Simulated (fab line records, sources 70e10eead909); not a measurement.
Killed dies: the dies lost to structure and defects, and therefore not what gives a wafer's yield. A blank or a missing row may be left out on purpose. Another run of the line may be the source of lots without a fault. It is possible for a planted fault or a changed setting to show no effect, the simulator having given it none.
Matching of chambers | flow nandHarc | aldMetal-02 running NHARC_A_CONTACT_ALD_18: 4 sister chambers
The step deposits TiN, target thk 3 nm, pulse time 1 s, ald cycles 150. 20 wafers are shown with their chamber, then 10 later ones without.

## EACH WAFER AND ITS CHAMBER
wafer  | chamber | heaterPowerW (W) | precursorPulseHeightRel
L076.1 | 2       | 1244             | 0.999
L076.2 | 0       | 1022             | 0.972
L076.6 | 2       | 1238             | 0.966
L081.2 | 1       | 1064             | 0.992
L081.3 | 2       | 1232             | 0.988
L081.5 | 0       | 1043             | 1.035
L079.2 | 2       | 1259             | 1.011
L079.3 | 0       | 1043             | 0.982
L079.4 | 3       | 1027             | 0.967
L084.1 | 2       | 1256             | 1.025
L084.2 | 1       | 1060             | 1.042
L084.6 | 1       | 1052             | 0.964
L088.4 | 3       | 1044             | 1.027
L088.5 | 1       | 1068             | 1.014
L088.6 | 2       | 1246             | 0.984
L086.3 | 3       | 996              | 1.003
L086.5 | 3       | 1027             | 1.005
L086.6 | 2       | 1267             | 1.026
L092.1 | 1       | 1051             | 1.006
L092.2 | 3       | 996              | 1.012

SIGNATURES, as means of the wafers listed above
reading                 | chamber 0 | chamber 1 | chamber 2 | chamber 3 | scatter within a chamber
heaterPowerW            | 1036.00   | 1059.00   | 1248.86   | 1018.00   | 14.2
precursorPulseHeightRel | 0.99633   | 1.00360   | 0.99986   | 1.00280   | 0.0256
Rule: a wafer's distance from a chamber is the root of the sum, over the readings, of the square of ((its reading less the chamber's mean) divided by the reading's scatter). If the next closest chamber is less than 2 further off than the closest, the wafer can't be placed; otherwise it belongs to the closest. The scatter: take each reading less its chamber's mean, square it, sum over the shown wafers, divide by the number of wafers less the number of chambers, and take the root.

## WAFERS WITH NO CHAMBER GIVEN
wafer  | heaterPowerW (W) | precursorPulseHeightRel
L092.4 | 1268             | 0.976
L093.3 | 1058             | 1.012
L093.5 | 1258             | 0.983
L093.6 | 1035             | 1.001
L096.2 | 1011             | 1.022
L096.3 | 1047             | 0.991
L096.6 | 1093             | 1.006
L095.1 | 1262             | 1.031
L095.2 | 1000             | 1.034
L095.5 | 1010             | 0.965

## CHAMBER TAKEN BY EACH
wafer  | from the rows above          | in truth
L092.4 | 2                            | 2
L093.3 | can't be placed: 1 or 0      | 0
L093.5 | 2                            | 2
L093.6 | can't be placed: 0 or 3 or 1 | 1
L096.2 | can't be placed: 3 or 0      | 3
L096.3 | can't be placed: 0 or 1 or 3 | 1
L096.6 | can't be placed: 1 or 0      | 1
L095.1 | 2                            | 2
L095.2 | can't be placed: 3 or 0      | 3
L095.5 | can't be placed: 3 or 0      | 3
Placed correctly: 3 of 10. From these rows, 7 cannot be placed; in 7 the true chamber is one of the candidates. Number placed wrongly: 0.
